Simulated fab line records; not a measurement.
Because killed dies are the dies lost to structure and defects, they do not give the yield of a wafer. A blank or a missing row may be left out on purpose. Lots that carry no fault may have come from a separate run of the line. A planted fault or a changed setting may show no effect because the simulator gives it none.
3 desks looking at one fault -- flow n5-finfet -- each desk holds nothing but its own numbers, with what lay behind them at the end

== DESK OF THE TOOL OWNER: pecvd-04 ==
The tool's own readings at N5_MOL_CONTACT_COAG_PECVD_31 (deposits SiO2 from TEOS/O2, target thk 46 nm, time 8.9 s): means of the sampled wafers that have a number, for each lot that ran on this tool. Marked OUT: a lot whose mean sits more than 4 standard deviations from the usual mean, which makes it out of limits; the brackets give that distance.
Columns: A = chamber-pressure-Torr at N5_MOL_CONTACT_COAG_PECVD_31, usual 6.498 Torr
lot,first seen here,A
L910,day 5 16:30,6.497
L915,day 6 19:33,6.503
L918,day 7 19:31,6.504
Result from this desk: across the 3 lots, nothing is out of limits.

== METROLOGY DESK ==
Lot by lot, what the gauges showed, no matter which tool ran the lot: averages of those sampled wafers that carry a number. Marked OUT: a lot whose mean sits more than 4 standard deviations from the usual mean, which makes it out of limits; the brackets give that distance. Shown here are 7 of its 11 readings, the ones lying furthest out on some lot.
Columns: A = cd-nm at N5_MOL_CONTACT_COAG_CD_MEAS_137, usual 16.1 nm; B = DIBL_N at N5_BEOL_M4_RC_MEAS_101, usual 36.5 mV/V; C = IOFF_P at N5_BEOL_M4_RC_MEAS_101, usual 0.22 nA/um; D = ION_N at N5_BEOL_M4_RC_MEAS_101, usual 676 uA/um; E = SS_N at N5_BEOL_M4_RC_MEAS_101, usual 71.5 mV/dec; F = VT_N at N5_BEOL_M4_RC_MEAS_101, usual 249 mV; G = VT_P at N5_BEOL_M4_RC_MEAS_101, usual -250 mV
lot,first seen here,A,B,C,D,E,F,G
L910,day 5 17:54,16.5,35.2,0.18,675,71.7,250,-257
L913,day 6 14:43,16.0,38.8,0.28,675,72.2,248,-245
L915,day 6 20:56,15.9,37.0,0.23,686,71.3,248,-247
L918,day 7 21:00,16.0,37.5,0.22,684,71.6,244,-251
L923,day 9 03:00,16.2,34.9,0.17,669,70.7,251,-254
L930,day 10 15:22,15.9,36.9,0.21,665,71.4,250,-251
L931,day 11 03:35,16.1,36.3,0.24,680,71.8,247,-247
Result from this desk: across the 7 lots, nothing is out of limits.

== THE DEFECT DESK ==
Inspection counts along the route, by lot: the mean over sampled wafers that carry a number. Marked OUT: a lot whose mean sits more than 4 standard deviations from the usual mean, which makes it out of limits; the brackets give that distance.
Columns: A = raw-defect-count at N5_MOL_CONTACT_COAG_INSPECT_42, usual 193
lot,first seen here,A
L910,day 5 18:26,213
L913,day 6 15:07,203
L915,day 6 21:21,145
L918,day 7 21:25,169
L920,day 8 11:09,1929 (+36) OUT
L921,day 8 11:29,2009 (+38) OUT
L923,day 9 03:32,180
L930,day 10 15:47,168
L931,day 11 04:07,228
This desk finds L920, L921 out of limits, L920 being first, at day 8 11:09 (raw-defect-count at N5_MOL_CONTACT_COAG_INSPECT_42). L910, L913, L915, L918, L923, L930, L931 stayed within limits.

== PUT TOGETHER ==
The defect desk could have raised an alarm at day 8 11:09, on L920, L921.
Nothing out of limits was seen by the tool owner's desk.
From the metrology desk's view, nothing was out of limits.
The tool owner's desk has no number on record for L920, L921.
The metrology desk has no number on record for L920, L921.
N5_MOL_CONTACT_COAG_PECVD_31 was run on pecvd-04 by each of the lots named.

== WHAT THE SIMULATOR HAD INSERTED ==
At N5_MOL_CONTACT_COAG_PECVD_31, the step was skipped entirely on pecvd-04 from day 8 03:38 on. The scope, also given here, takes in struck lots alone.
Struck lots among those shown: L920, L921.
Hours from the fault's start to each desk's first reading out of limits: the defect desk, 8.
